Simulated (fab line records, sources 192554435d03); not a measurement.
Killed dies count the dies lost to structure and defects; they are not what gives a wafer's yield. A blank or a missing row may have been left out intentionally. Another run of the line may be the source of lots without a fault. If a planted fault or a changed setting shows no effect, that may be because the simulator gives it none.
fab line records	flow n5Finfet
record: lots: 11	wafers: 31	lastDay: 18
route steps=1938 shown BEOL_M7@1266 PASSIVATION@1936
lots untouched by any fault: they come from a run of this same line in which no faults occurred
startH: hours from the record's opening day to when the first of the lot's shown wafers began	waitH: hours elapsed since this lot's preceding step	" as in the row above	L1.1+2: several wafers, shown together as one row	- either no value or no given start	* or withheld: withheld	< > ~ a bound
route shown NAME@n: a module of which the file shows steps, and the number in the route of the first	usual: mean/standard deviation taken from wafers without a fault	same: alike in all rows	chamber/n: place in a boat	sites: readings site by site	_std_site: standard deviation of those values	_edge_site: outer sites' mean less inner sites'	radiusMm: for every site, how far away it sits from the centre of the wafer	mask NAME#n: copy n	behind: tool/chamber where the wafer was last shaped	hold: what put the lot on hold/how long, in hours/how the hold closed	device: the n, p or np transistor that did not switch	end of line: the same wafers' tests at the end of the route	for a step that has no rows: nothing shown but its recipe	killed: the dies lost at the first sort to structure and to defects; this is not the yield of the wafer	map: dies across one wafer; x = killed, . = not, _ = none there
set.NAME: the run value of the setting; set.NAME@STEP: its run value at that earlier step	model.NAME: the simulator's own value behind a step, which no gauge read
one table for each step of the route and one row for each wafer, over a sample of lots
services: from which hour (startH, from the record's first day; less than 0 if before it) a tool's chamber was out of use, for how many hours, and why
== steps ==
step: N5_BEOL_M7_PECVD_70
recipe: material: SiO2	targetThkA: 200	tempC: 400	precursor: TEOS/O2	pressureTorr: 5.5	rfW: 450	teosFlowSccm: 53.8	gas: O2	flowSccm: 3000	timeS: 22.7
usual: heaterPowerW: 746/120	showerheadPlenumPTorr: 8.83/0.068	showerheadVppV: 1318/70	throttleValvePct: 22.3/0.91
lot.wafer	tool	chamber	startH	waitH	heaterPowerW	showerheadPlenumPTorr	showerheadVppV	throttleValvePct
L543.4	pecvd-03	2	186.13	0.1	611	8.76	1255	21.6
L543.5	"	1	"	"	787	8.73	1299	22.2
L543.6	"	0	"	"	784	8.86	1295	21.8
L545.2	pecvd-04	0	201.29	0.0	610	8.80	1181	21.7
L545.4	"	1	"	"	721	8.76	1295	22.0
L545.6	"	0	"	"	616	8.80	1204	21.6
L547.3	pecvd-04	0	230.00	0.0	651	8.82	1183	21.9
L547.4	"	1	"	"	701	8.75	1319	22.0
L547.5	"	2	"	"	715	8.85	1363	21.9
L548.1	pecvd-01	2	235.75	0.0	944	8.82	1355	24.0
L548.4	"	0	"	"	642	8.91	1250	22.1
L548.6	"	2	"	"	937	8.83	1393	24.2
L550.2	pecvd-01	0	254.53	0.0	661	8.92	1239	22.5
L550.4	"	2	"	"	846	8.81	1385	24.3
L550.6	"	0	"	"	678	8.93	1276	22.1
L562.1	pecvd-03	1	309.46	0.0	737	8.74	1294	22.2
L562.3	"	2	"	"	662	8.76	1275	21.5
L562.5	"	1	"	"	740	8.73	1270	22.4
L565.1	pecvd-04	1	314.55	0.0	729	8.78	1298	22.1
L565.3	"	2	"	"	608	8.84	1372	22.1
L565.5	"	1	"	"	707	8.75	1306	21.9
L561.3	pecvd-03	0	315.07	0.0	794	8.87	1283	22.1
L561.6	"	1	"	"	688	8.71	1277	22.4
L563.2	pecvd-03	1	316.99	0.0	755	8.73	1306	22.4
L563.6	"	2	"	"	565	8.75	1269	21.6
L564.3	pecvd-01	0	334.23	0.0	677	8.91	1255	22.5
L564.5	"	2	"	"	878	8.79	1362	24.3
L564.6	"	0	"	"	672	8.93	1269	22.3
L566.2	pecvd-01	0	349.86	0.0	675	8.92	1265	22.3
L566.3	"	1	"	"	888	8.88	1456	22.2
L566.4	"	1	"	"	859	8.91	1465	22.0
step: N5_BEOL_M7_CURE_75
recipe: tempC: 370	timeS: 120	ambient: DMADMS/He	material: SiCOH_lowk
usual: lampPowerPct: 52.31/0.057	wafer_temp_C_max: 371.5/0.57
lot.wafer	tool	chamber	startH	waitH	lampPowerPct	wafer_temp_C_max
L543.4	uvCure-01	0	189.32	0.2	52.27	371.4
L543.5	"	0	"	"	52.28	370.7
L543.6	"	0	"	"	52.29	371.0
L545.2	uvCure-03	0	204.20	0.1	52.35	372.0
L545.4	"	0	"	"	52.32	371.4
L545.6	"	0	"	"	52.25	371.1
L547.3	uvCure-02	1	234.44	0.3	52.34	371.1
L547.4	"	1	"	"	52.34	371.7
L547.5	"	1	"	"	52.30	371.3
L548.1	uvCure-01	0	239.70	0.0	52.37	371.4
L548.4	"	0	"	"	52.28	371.4
L548.6	"	0	"	"	52.36	371.2
L550.2	uvCure-03	0	259.72	0.2	52.30	371.2
L550.4	"	0	"	"	52.27	371.8
L550.6	"	0	"	"	52.23	371.8
L562.1	uvCure-02	2	315.24	0.0	52.32	371.7
L562.3	"	2	"	"	52.27	371.4
L562.5	"	2	"	"	52.34	371.5
L561.3	uvCure-01	2	318.95	0.1	52.32	371.1
L561.6	"	2	"	"	52.29	371.6
L565.1	uvCure-01	1	319.35	0.0	52.31	372.4
L565.3	"	1	"	"	52.30	373.0
L565.5	"	1	"	"	52.33	373.1
L563.2	uvCure-01	1	321.73	0.1	52.28	371.8
L563.6	"	1	"	"	52.36	372.4
L564.3	uvCure-02	1	337.30	0.1	52.28	371.4
L564.5	"	1	"	"	52.28	371.5
L564.6	"	1	"	"	52.27	371.2
L566.2	uvCure-01	0	354.24	0.1	52.33	371.5
L566.3	"	0	"	"	52.30	371.1
L566.4	"	0	"	"	52.30	371.2
step: N5_BEOL_M7_SPUTTER_48
recipe: material: Cu	targetThkA: 100	tempC: -20	biasV: 60	powerW: 26000	chamberPressurePa: 0.13	timeS: 1.667
usual: biasV: 60.0/0.56	throttleValvePct: 29.5/1
lot.wafer	tool	chamber	startH	waitH	biasV	throttleValvePct
L543.4	pvdSputter-02	-	191.30	0.1	60.3	29.0
L543.5	"	-	"	"	59.9	29.7
L543.6	"	-	"	"	59.7	28.9
L545.2	pvdSputter-02	-	206.94	0.1	60.2	29.0
L545.4	"	-	"	"	59.1	28.7
L545.6	"	-	"	"	60.8	28.9
L547.3	pvdSputter-02	-	236.92	1.5	60.0	29.1
L547.4	"	-	"	"	60.1	28.6
L547.5	"	-	"	"	60.5	28.5
L548.1	pvdSputter-03	-	241.23	0.1	59.8	29.5
L548.4	"	-	"	"	60.1	29.3
L548.6	"	-	"	"	59.8	29.4
L550.2	pvdSputter-03	-	261.60	0.1	60.1	29.2
L550.4	"	-	"	"	60.1	29.5
L550.6	"	-	"	"	60.3	29.3
L562.1	pvdSputter-01	-	316.46	0.1	61.0	30.9
L562.3	"	-	"	"	59.6	31.7
L562.5	"	-	"	"	60.1	30.8
L561.3	pvdSputter-01	-	321.48	1.2	59.5	29.9
L561.6	"	-	"	"	60.8	29.8
L565.1	pvdSputter-01	-	322.76	0.1	59.7	31.5
L565.3	"	-	"	"	59.4	29.9
L565.5	"	-	"	"	59.7	29.9
L563.2	pvdSputter-01	-	323.38	0.2	60.6	29.9
L563.6	"	-	"	"	59.9	28.0
L564.3	pvdSputter-03	-	339.06	0.2	59.0	29.6
L564.5	"	-	"	"	60.5	28.7
L564.6	"	-	"	"	59.7	29.2
L566.2	pvdSputter-03	-	355.77	0.2	60.6	29.0
L566.3	"	-	"	"	59.4	29.5
L566.4	"	-	"	"	60.4	29.6
step: N5_BEOL_M7_CMP_52
recipe: stopOn: SiCOH_lowk	tOverpolishS: 6.9	downForcePsi: 1	platenRpm: 50	clearingPlatenDownForcePsi: 1.5	clearingPlatenRpm: 50	postCmpClean: cuAlkaline	targetThkNm: 80	clearingPlatenPadVelocityMS: 0.99484	padVelocityMS: 0.99484
usual: barrierFieldEndpointS: 28.8/0.84	motorCurrentA: 6.0/0.57
lot.wafer	tool	chamber	startH	waitH	barrierFieldEndpointS	motorCurrentA
L543.4	cmp-04	0	191.89	0.2	29.6	6.0
L543.5	"	2	"	"	29.4	5.9
L543.6	"	3	"	"	29.8	6.3
L545.2	cmp-01	1	207.66	0.3	28.5	5.2
L545.4	"	2	"	"	28.7	5.8
L545.6	"	3	"	"	27.7	6.3
L547.3	cmp-04	1	237.47	0.2	29.9	6.8
L547.4	"	2	"	"	29.6	6.0
L547.5	"	1	"	"	30.5	6.6
L548.4	cmp-01	0	241.85	0.1	29.1	5.2
L548.1	"	2	"	"	29.0	5.4
L548.6	"	0	"	"	29.7	4.9
L550.4	cmp-04	2	262.11	0.1	29.2	6.0
L550.2	"	0	"	"	28.4	5.8
L550.6	"	2	"	"	28.7	5.8
L562.1	cmp-03	0	317.44	0.3	29.5	7.0
L562.3	"	3	"	"	31.3	4.8
L562.5	"	1	"	"	29.9	6.5
L561.3	cmp-04	0	322.03	0.2	30.3	5.9
L561.6	"	3	"	"	32.1	6.3
L565.1	cmp-04	1	323.27	0.3	28.1	6.8
L565.3	"	3	"	"	27.7	6.0
L565.5	"	2	"	"	28.0	5.5
L563.2	cmp-03	3	323.99	0.3	29.2	5.2
L563.6	"	1	"	"	31.7	5.8
L564.3	cmp-03	3	339.69	0.3	28.2	5.0
L564.5	"	0	"	"	29.2	6.8
L564.6	"	1	"	"	28.8	6.3
L566.3	cmp-04	3	356.40	0.2	29.1	5.8
L566.4	"	0	"	"	28.6	6.2
L566.2	"	1	"	"	28.9	6.8
step: N5_BEOL_M7_DEP_56
recipe: material: SiCN	targetThkA: 100	tempC: withheld	precursor: 3MS/NH3	pressureTorr: 3	rfW: 202	timeS: 17.5
usual: showerheadPlenumPTorr: 3.674/0.014	showerheadVppV: 877/48	throttleValvePct: 8.9/0.39
lot.wafer	tool	chamber	startH	waitH	showerheadPlenumPTorr	showerheadVppV	throttleValvePct
L543.4	pecvd-04	0	192.19	0.0	3.662	795	8.9
L543.5	"	1	"	"	3.660	875	8.9
L543.6	"	2	"	"	3.685	924	8.9
L545.2	pecvd-01	0	207.94	0.0	3.698	831	9.3
L545.4	"	2	"	"	3.668	910	9.7
L545.6	"	0	"	"	3.691	842	8.9
L547.3	pecvd-04	2	237.78	0.0	3.696	910	8.9
L547.4	"	0	"	"	3.680	799	9.1
L547.5	"	1	"	"	3.656	868	8.9
L548.1	pecvd-03	2	242.21	0.0	3.665	850	8.7
L548.4	"	2	"	"	3.657	846	8.9
L548.6	"	0	"	"	3.683	860	8.9
L550.2	pecvd-04	1	262.48	0.0	3.654	882	8.9
L550.4	"	1	"	"	3.667	885	8.9
L550.6	"	2	"	"	3.681	921	9.2
L562.1	pecvd-01	2	317.80	0.0	3.671	909	10.2
L562.3	"	0	"	"	3.692	848	8.8
L562.5	"	1	"	"	3.696	971	8.7
L561.3	pecvd-01	1	322.35	0.0	3.680	981	9.3
L561.6	"	0	"	"	3.699	837	9.1
L565.1	pecvd-03	0	323.63	0.0	3.685	871	8.8
L565.3	"	2	"	"	3.659	842	8.6
L565.5	"	2	"	"	3.658	850	8.6
L563.2	pecvd-04	0	324.27	0.0	3.677	790	8.4
L563.6	"	2	"	"	3.673	909	8.6
L564.3	pecvd-01	1	339.94	0.0	3.690	965	8.7
L564.5	"	1	"	"	3.699	972	8.8
L564.6	"	0	"	"	3.698	839	9.0
L566.2	pecvd-04	1	356.71	0.0	3.664	870	8.9
L566.3	"	0	"	"	3.663	796	8.5
L566.4	"	0	"	"	3.665	791	8.0
step: N5_PASSIVATION_PROBE_49
usual: defectLimitedYield: 91.3/1.5	killed_at_M0_to_M3: 34/10	killed_at_M4_up: 13/4.9	killedAtContacts: 13/6.1	killedAtFrontEnd: 39/13	killedAtOther: 4.1/2.7	killedDies: 103/18	killedOpen: 68/13	killedShort: 32/7.6	sort_bin_5_function: 5.2/1	sort_bin_6_memory: 3.2/0.75	sortNPass: 1077/18	sortYieldPct: 91.3/1.5
same: grossDies: 1180	killedAtBackSide: 0	sort_bin_4_leakage[%]: 0	sort_bin_8_speed[%]: 0
lot.wafer	tool	chamber	startH	waitH	defectLimitedYield[%]	killed_at_M0_to_M3	killed_at_M4_up	killedAtContacts	killedAtFrontEnd	killedAtOther	killedDies	killedOpen	killedShort	sort_bin_5_function[%]	sort_bin_6_memory[%]	sortNPass	sortYieldPct[%]
L543.4	prober-02	-	264.17	0.2	90.9	28	20	14	42	3	107	71	33	5.3	3.6	1073	90.9
L543.5	prober-02	-	264.22	0.2	91.4	17	15	12	55	3	102	56	39	5.3	2.9	1078	91.4
L543.6	prober-02	-	264.27	0.3	94.3	26	11	9	19	2	67	52	14	3.4	2.1	1113	94.3
L545.2	prober-01	-	271.81	0.1	90.2	32	14	8	61	1	116	83	30	6.8	2.8	1064	90.2
L545.4	prober-01	-	271.91	0.2	89.5	30	8	14	65	7	124	86	34	5.8	4.5	1056	89.5
L545.6	prober-01	-	272.01	0.3	90.3	28	18	19	47	2	114	69	39	5.2	3.6	1066	90.3
L547.3	prober-01	-	313.25	0.1	92.0	33	7	9	35	10	94	58	34	4.0	3.6	1086	92.0
L547.4	prober-01	-	313.30	0.2	92.6	30	14	7	31	5	87	51	27	3.9	3.1	1093	92.6
L547.5	prober-01	-	313.35	0.2	90.4	43	10	9	39	12	113	77	30	6.6	2.7	1067	90.4
L548.1	prober-02	-	314.27	0.0	89.4	46	13	11	49	6	125	82	38	6.8	3.5	1055	89.4
L548.4	prober-02	-	314.42	0.2	90.7	21	20	11	58	0	110	65	40	4.7	4.1	1070	90.7
L548.6	prober-02	-	314.52	0.3	91.5	35	14	16	35	0	100	67	29	4.4	3.7	1080	91.5
L550.2	prober-01	-	339.58	0.1	89.2	19	10	21	73	5	128	90	35	6.5	3.9	1052	89.2
L550.4	prober-01	-	339.68	0.2	89.8	17	11	27	64	1	120	86	33	6.2	3.7	1060	89.8
L550.6	prober-01	-	339.78	0.3	86.7	29	9	28	88	3	157	109	47	7.3	5.6	1023	86.7
L562.1	prober-01	-	396.00	0.0	90.3	50	17	9	32	6	114	77	35	4.8	4.5	1066	90.3
L562.3	prober-01	-	396.10	0.1	90.6	29	24	19	36	3	111	72	39	6.2	3.1	1069	90.6
L562.5	prober-01	-	396.20	0.2	91.3	32	14	13	33	11	103	70	30	6.1	2.5	1077	91.3
L565.1	prober-01	-	398.97	0.0	91.4	32	6	18	38	7	101	63	35	5.3	2.7	1079	91.4
L565.3	prober-01	-	399.07	0.1	93.0	29	15	4	27	8	83	64	19	3.6	3.2	1097	93.0
L565.5	prober-01	-	399.17	0.2	90.8	23	11	10	55	10	109	66	41	6.2	2.7	1071	90.8
L561.3	prober-02	-	400.00	0.1	90.6	40	23	16	27	5	111	82	29	6.2	3.1	1069	90.6
L561.6	prober-02	-	400.15	0.3	91.8	36	21	7	29	4	97	69	26	5.6	2.5	1083	91.8
L563.2	prober-01	-	401.01	0.1	93.8	16	9	10	31	7	73	53	20	3.7	2.3	1107	93.8
L563.6	prober-01	-	401.21	0.3	93.0	31	8	12	31	1	83	51	31	4.7	2.3	1097	93.0
L564.3	prober-02	-	416.97	0.1	90.1	52	7	16	41	1	117	76	39	6.1	3.4	1063	90.1
L564.5	prober-02	-	417.07	0.2	89.9	40	14	17	45	3	119	73	41	6.4	3.3	1061	89.9
L564.6	prober-02	-	417.12	0.3	90.3	53	13	16	31	2	115	78	35	6.3	3.1	1065	90.3
L566.2	prober-02	-	434.12	0.1	91.9	33	22	9	27	4	95	71	22	4.9	2.9	1085	91.9
L566.3	prober-02	-	434.17	0.1	92.3	30	16	12	30	3	91	64	23	5.3	2.2	1089	92.3
L566.4	prober-02	-	434.22	0.2	90.3	48	14	10	32	11	115	74	39	6.1	3.3	1065	90.3
killed by level:class
L543.4 BEOL_M4:geometricParticle:open=11 FIN_SAQP:geometricParticle:short=10 STI_FIN_REVEAL:geometricParticle:open=10 MOL_CONTACT_COAG:geometricParticle:open=8 BEOL_M1:geometricParticle:open=7 BEOL_M3:geometricParticle:open=7 MOL_CONTACT_COAG:geometricParticle:short=6 BEOL_M0_SAQP:geometricParticle:open=5
L543.5 STI_FIN_REVEAL:geometricParticle:open=10 FIN_SAQP:geometricParticle:short=8 MOL_CONTACT_COAG:geometricParticle:open=8 STI_FIN_REVEAL:geometricParticle:short=7 BEOL_M4:geometricParticle:open=6 FIN_SAQP:geometricParticle:open=5 BEOL_M0_SAQP:geometricParticle:open=4 GATE_CUT:geometricParticle:short=4
L543.6 BEOL_M3:geometricParticle:open=10 MOL_CONTACT_COAG:geometricParticle:open=8 FIN_SAQP:geometricParticle:open=6 BEOL_M0_SAQP:geometricParticle:open=6 STI_FIN_REVEAL:geometricParticle:open=3 BEOL_M2:geometricParticle:open=3 BEOL_M4:geometricParticle:open=3 BEOL_M0_SAQP:geometricParticle:short=2
L545.2 STI_FIN_REVEAL:geometricParticle:open=20 FIN_SAQP:geometricParticle:open=16 FIN_SAQP:geometricParticle:short=10 BEOL_M2:geometricParticle:open=9 MOL_CONTACT_COAG:geometricParticle:open=7 BEOL_M4:geometricParticle:open=7 BEOL_M0_SAQP:geometricParticle:short=5 BEOL_M3:geometricParticle:open=4
L545.4 STI_FIN_REVEAL:geometricParticle:open=26 FIN_SAQP:geometricParticle:open=13 MOL_CONTACT_COAG:geometricParticle:open=12 FIN_SAQP:geometricParticle:short=11 BEOL_M2:geometricParticle:open=8 BEOL_M0_SAQP:geometricParticle:open=7 BEOL_M0_SAQP:geometricParticle:short=5 BEOL_M3:geometricParticle:open=5
L545.6 FIN_SAQP:geometricParticle:short=13 MOL_CONTACT_COAG:geometricParticle:open=13 BEOL_M2:geometricParticle:open=11 STI_FIN_REVEAL:geometricParticle:open=9 BEOL_M4:geometricParticle:open=7 FIN_SAQP:geometricParticle:open=5 MOL_CONTACT_COAG:geometricParticle:short=5 HKMG_FIN:areaEtch=5
L547.3 BEOL_M0_SAQP:geometricParticle:short=11 BEOL_M1:geometricParticle:open=8 FIN_SAQP:geometricParticle:short=7 MOL_CONTACT_COAG:geometricParticle:open=7 FIN_SAQP:geometricParticle:open=5 GATE_CUT:geometricParticle:open=5 GATE_CUT:geometricParticle:short=5 BEOL_M0_SAQP:geometricParticle:open=5
L547.4 FIN_SAQP:geometricParticle:open=9 BEOL_M0_SAQP:geometricParticle:open=8 BEOL_M0_SAQP:geometricParticle:short=7 MOL_CONTACT_COAG:geometricParticle:open=6 GATE_CUT:geometricParticle:short=5 BEOL_M4:geometricParticle:open=5 HKMG_FIN:areaEtch=5 BEOL_M3:geometricParticle:open=4
L547.5 FIN_SAQP:geometricParticle:open=20 BEOL_M0_SAQP:geometricParticle:open=15 BEOL_M0_SAQP:geometricParticle:short=9 BEOL_M2:geometricParticle:open=7 FIN_SAQP:geometricParticle:short=6 MOL_CONTACT_COAG:geometricParticle:open=6 MOL_CONTACT_COAG:geometricParticle:short=3 BEOL_M4:geometricParticle:open=3
L548.1 BEOL_M0_SAQP:geometricParticle:short=13 BEOL_M1:geometricParticle:open=11 STI_FIN_REVEAL:geometricParticle:open=11 FIN_SAQP:geometricParticle:open=9 MOL_CONTACT_COAG:geometricParticle:open=8 BEOL_M0_SAQP:geometricParticle:open=8 GATE_CUT:geometricParticle:short=6 BEOL_M3:geometricParticle:open=6
L548.4 STI_FIN_REVEAL:geometricParticle:open=14 GATE_CUT:geometricParticle:short=10 MOL_CONTACT_COAG:geometricParticle:open=9 FIN_SAQP:geometricParticle:short=8 FIN_SAQP:geometricParticle:open=8 BEOL_M3:geometricParticle:open=6 BEOL_M4:geometricParticle:open=5 STI_FIN_REVEAL:geometricParticle:short=4
L548.6 BEOL_M0_SAQP:geometricParticle:short=13 MOL_CONTACT_COAG:geometricParticle:open=11 BEOL_M0_SAQP:geometricParticle:open=9 FIN_SAQP:geometricParticle:open=8 STI_FIN_REVEAL:geometricParticle:open=6 FIN_SAQP:geometricParticle:short=5 DUMMY_GATE:geometricParticle:open=5 BEOL_M1:geometricParticle:open=5
L550.2 STI_FIN_REVEAL:geometricParticle:open=36 MOL_CONTACT_COAG:geometricParticle:open=18 FIN_SAQP:geometricParticle:open=10 STI_FIN_REVEAL:geometricParticle:short=8 BEOL_M0_SAQP:geometricParticle:open=5 BEOL_M1:geometricParticle:open=4 BEOL_M4:geometricParticle:open=4 STARTING-WAFER:geometricParticle:short=4
L550.4 STI_FIN_REVEAL:geometricParticle:open=30 MOL_CONTACT_COAG:geometricParticle:open=20 MOL_CONTACT_COAG:geometricParticle:short=7 FIN_SAQP:geometricParticle:open=6 GATE_CUT:geometricParticle:short=6 BEOL_M0_SAQP:geometricParticle:short=5 BEOL_M0_SAQP:geometricParticle:open=5 FIN_SAQP:geometricParticle:short=4
L550.6 STI_FIN_REVEAL:geometricParticle:open=27 MOL_CONTACT_COAG:geometricParticle:open=17 FIN_SAQP:geometricParticle:open=12 STI_FIN_REVEAL:geometricParticle:short=12 MOL_CONTACT_COAG:geometricParticle:short=11 FIN_SAQP:geometricParticle:short=8 GATE_CUT:geometricParticle:open=8 BEOL_M1:geometricParticle:open=7
L562.1 BEOL_M4:geometricParticle:open=13 BEOL_M2:geometricParticle:open=10 FIN_SAQP:geometricParticle:open=9 BEOL_M0_SAQP:geometricParticle:open=8 BEOL_M0:geometricParticle:open=8 BEOL_M3:geometricParticle:open=8 MOL_CONTACT_COAG:geometricParticle:open=6 FIN_SAQP:geometricParticle:short=5
L562.3 FIN_SAQP:geometricParticle:open=16 MOL_CONTACT_COAG:geometricParticle:open=15 BEOL_M4:geometricParticle:open=11 FIN_SAQP:geometricParticle:short=9 BEOL_M0_SAQP:geometricParticle:short=6 BEOL_M2:geometricParticle:open=5 BEOL_M1:geometricParticle:open=5 MOL_CONTACT_COAG:geometricParticle:short=4
L562.5 MOL_CONTACT_COAG:geometricParticle:open=12 FIN_SAQP:geometricParticle:open=8 BEOL_M2:geometricParticle:open=8 BEOL_M3:geometricParticle:open=8 FIN_SAQP:geometricParticle:short=6 BEOL_M1:geometricParticle:open=6 MIM_TOP_ETCH:geometricParticle:short=6 STI_FIN_REVEAL:geometricParticle:open=5
L565.1 MOL_CONTACT_COAG:geometricParticle:open=12 BEOL_M2:geometricParticle:open=9 BEOL_M3:geometricParticle:open=7 BEOL_M0_SAQP:geometricParticle:short=6 BEOL_M1:geometricParticle:open=6 FIN_SAQP:geometricParticle:open=5 STI_FIN_REVEAL:geometricParticle:open=5 DUMMY_GATE:geometricParticle:open=5
L565.3 BEOL_M1:geometricParticle:open=9 BEOL_M4:geometricParticle:open=8 FIN_SAQP:geometricParticle:open=7 STI_FIN_REVEAL:geometricParticle:open=5 BEOL_M3:geometricParticle:open=5 BEOL_M2:geometricParticle:open=4 DUMMY_GATE:geometricParticle:open=3 MOL_CONTACT_COAG:geometricParticle:open=3
L565.5 STI_FIN_REVEAL:geometricParticle:open=16 FIN_SAQP:geometricParticle:short=11 FIN_SAQP:geometricParticle:open=10 GATE_CUT:geometricParticle:short=7 MOL_CONTACT_COAG:geometricParticle:open=7 BEOL_M0_SAQP:geometricParticle:open=6 BEOL_M2:geometricParticle:open=5 BEOL_M4:geometricParticle:open=5
L561.3 BEOL_M3:geometricParticle:open=24 MOL_CONTACT_COAG:geometricParticle:open=12 BEOL_M4:geometricParticle:open=11 STI_FIN_REVEAL:geometricParticle:open=8 BEOL_M4:geometricParticle:short=5 STARTING-WAFER:geometricParticle:open=5 MOL_CONTACT_COAG:geometricParticle:short=4 BEOL_M0_SAQP:geometricParticle:open=4
L561.6 BEOL_M4:geometricParticle:open=12 BEOL_M3:geometricParticle:open=10 BEOL_M2:geometricParticle:open=9 STI_FIN_REVEAL:geometricParticle:open=6 MOL_CONTACT_COAG:geometricParticle:open=6 FIN_SAQP:geometricParticle:short=4 GATE_CUT:geometricParticle:short=4 BEOL_M0_SAQP:geometricParticle:open=4
L563.2 FIN_SAQP:geometricParticle:open=9 MOL_CONTACT_COAG:geometricParticle:open=8 FIN_SAQP:geometricParticle:short=5 BEOL_M3:geometricParticle:open=5 BEOL_M4:geometricParticle:open=5 STI_FIN_REVEAL:geometricParticle:open=4 BEOL_M2:geometricParticle:open=4 DUMMY_GATE:geometricParticle:short=3
L563.6 MOL_CONTACT_COAG:geometricParticle:open=12 FIN_SAQP:geometricParticle:short=8 BEOL_M0_SAQP:geometricParticle:open=8 BEOL_M0_SAQP:geometricParticle:short=6 FIN_SAQP:geometricParticle:open=5 BEOL_M2:geometricParticle:open=4 BEOL_M4:geometricParticle:open=4 STI_FIN_REVEAL:geometricParticle:open=3
L564.3 STI_FIN_REVEAL:geometricParticle:open=19 BEOL_M0_SAQP:geometricParticle:short=15 MOL_CONTACT_COAG:geometricParticle:open=13 BEOL_M0_SAQP:geometricParticle:open=10 BEOL_M0:geometricParticle:open=6 STI_FIN_REVEAL:geometricParticle:short=5 BEOL_M1:geometricParticle:open=5 BEOL_M2:geometricParticle:open=5
L564.5 MOL_CONTACT_COAG:geometricParticle:open=12 FIN_SAQP:geometricParticle:short=10 STI_FIN_REVEAL:geometricParticle:open=10 BEOL_M3:geometricParticle:open=8 DUMMY_GATE:geometricParticle:open=7 BEOL_M0_SAQP:geometricParticle:open=7 GATE_CUT:geometricParticle:short=6 BEOL_M1:geometricParticle:open=6
L564.6 BEOL_M1:geometricParticle:open=17 STI_FIN_REVEAL:geometricParticle:open=13 MOL_CONTACT_COAG:geometricParticle:open=13 BEOL_M0_SAQP:geometricParticle:short=12 BEOL_M0_SAQP:geometricParticle:open=6 BEOL_M3:geometricParticle:open=6 BEOL_M4:geometricParticle:open=6 BEOL_M1:geometricParticle:short=5
L566.2 BEOL_M4:geometricParticle:open=13 BEOL_M0_SAQP:geometricParticle:open=8 BEOL_M1:geometricParticle:open=8 DUMMY_GATE:geometricParticle:open=7 MOL_CONTACT_COAG:geometricParticle:open=7 BEOL_M2:geometricParticle:short=5 FIN_SAQP:geometricParticle:short=4 STI_FIN_REVEAL:geometricParticle:open=4
L566.3 MOL_CONTACT_COAG:geometricParticle:open=11 BEOL_M1:geometricParticle:open=10 FIN_SAQP:geometricParticle:short=6 STI_FIN_REVEAL:geometricParticle:open=5 DUMMY_GATE:geometricParticle:open=5 BEOL_M2:geometricParticle:open=5 BEOL_M3:geometricParticle:open=4 BEOL_M4:geometricParticle:open=4
L566.4 BEOL_M1:geometricParticle:open=11 BEOL_M0_SAQP:geometricParticle:open=10 MOL_CONTACT_COAG:geometricParticle:open=9 BEOL_M3:geometricParticle:open=7 FIN_SAQP:geometricParticle:short=6 FIN_SAQP:geometricParticle:open=5 BEOL_M1:geometricParticle:short=5 STARTING-WAFER:geometricParticle:open=5
== services ==
tool	chamber	startH	hours	kind
uvCure-01	-	175.53	1.0	pm
pecvd-01	-	184.12	2.8	pm
pvdSputter-01	-	196.31	1.0	repair
cmp-03	-	207.55	0.8	repair
cmp-01	-	211.13	4.0	repair
cmp-03	-	211.29	4.0	pm
cmp-04	-	216.75	7.7	pm
cmp-04	-	229.91	4.0	pm
pecvd-04	0	238.16	8.0	repair
uvCure-02	-	261.14	1.0	pm
pecvd-03	2	264.37	6.0	repair
cmp-01	-	280.86	1.0	repair
pecvd-01	1	282.80	15.4	repair
cmp-04	-	283.62	0.9	repair
cmp-01	-	283.80	4.8	pm
uvCure-03	-	287.07	5.5	repair
cmp-03	-	287.73	5.6	repair
pecvd-01	2	293.00	3.6	repair
pvdSputter-01	-	302.73	1.0	repair
cmp-03	-	304.46	0.3	repair
cmp-01	-	309.64	0.5	repair
pvdSputter-02	-	321.35	3.9	repair
cmp-04	-	326.14	6.4	repair
cmp-04	-	349.08	1.0	repair
== key ==
firstSign: step: N5_BEOL_M7_CMP_52	reading: barrierFieldEndpointS	direction: up	sigmas: 3.1	usual: 28.8	struck: 31.4
effect none on later readings
metAt N5_BEOL_M7_PECVD_70
struckLots L561,L562,L563
struckWafers L561.3,L561.6,L562.3,L563.6
notActingAt N5_BEOL_M7_CURE_75,N5_BEOL_M7_SPUTTER_48,N5_BEOL_M7_DEP_56
onsetBetween 186.13 309.46
fault: kind: processParameterDrift	tool: pecvd-03	chamber: -	onsetH: 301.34	steps: N5_BEOL_M7_PECVD_70	channel: timeS	offset: *	shape: step	endH: 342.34	scope: struckWafersOnly	actsIn: *	stated: *
